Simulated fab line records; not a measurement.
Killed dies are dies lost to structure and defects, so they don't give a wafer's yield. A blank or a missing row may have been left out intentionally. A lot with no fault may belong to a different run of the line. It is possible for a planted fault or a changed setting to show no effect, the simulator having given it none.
Chamber matching | flow nand harc | NHARC_A_CHANNEL_HOLE_D1_ETCH_44 on rie diel-06 has 4 sister chambers
The step etches the open film in CF4/O2, target depth 140 nm, overetch 14 nm, time 77 s. 8 wafers are shown with their chamber, then 7 later ones without.

== WAFERS WITH THEIR CHAMBER ==
wafer  | chamber | drypump motor current A (A) | showerhead plenum p Torr (Torr)
L082.1 | 2       | 5.2                         | 1.44
L082.6 | 2       | 5.2                         | 1.44
L085.6 | 3       | 6.4                         | 1.32
L086.1 | 0       | 5.8                         | 1.35
L086.3 | 1       | 5.9                         | 1.37
L086.4 | 3       | 6.4                         | 1.32
L091.1 | 0       | 5.8                         | 1.34
L091.4 | 1       | 6.0                         | 1.37

== WAFERS WHOSE CHAMBER IS MISSING ==
wafer  | drypump motor current A (A) | showerhead plenum p Torr (Torr)
L091.5 | 6.4                         | 1.31
L094.4 | 5.8                         | 1.34
L094.5 | 5.9                         | 1.36
L094.6 | 5.8                         | 1.34
L096.3 | 6.0                         | 1.36
L096.4 | 6.4                         | 1.31
L096.5 | 5.8                         | 1.34

== WHICH CHAMBER EACH WENT THROUGH ==
wafer  | from the rows above     | in truth
L091.5 | 3                       | 3
L094.4 | 0                       | 0
L094.5 | can't be placed: 1 or 0 | 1
L094.6 | 0                       | 0
L096.3 | 1                       | 1
L096.4 | 3                       | 3
L096.5 | 0                       | 0
Placed correctly: 6 of 7. These rows do not allow placing 1 (true chamber among the candidates in 1). Placed wrongly: 0.
How it was worked out, from the rows above alone: a wafer's distance from a chamber is the root of the sum, over the readings, of the square of ((its reading less the chamber's mean) divided by the reading's scatter). The wafer belongs to the nearest chamber; if the next one is less than 2 further off, it can't be placed. Each chamber's mean is taken over the wafers shown for it. How the scatter is found: for the shown wafers, subtract from each reading the mean of its chamber, square and add these, divide the total by (wafers less chambers), then take the root.
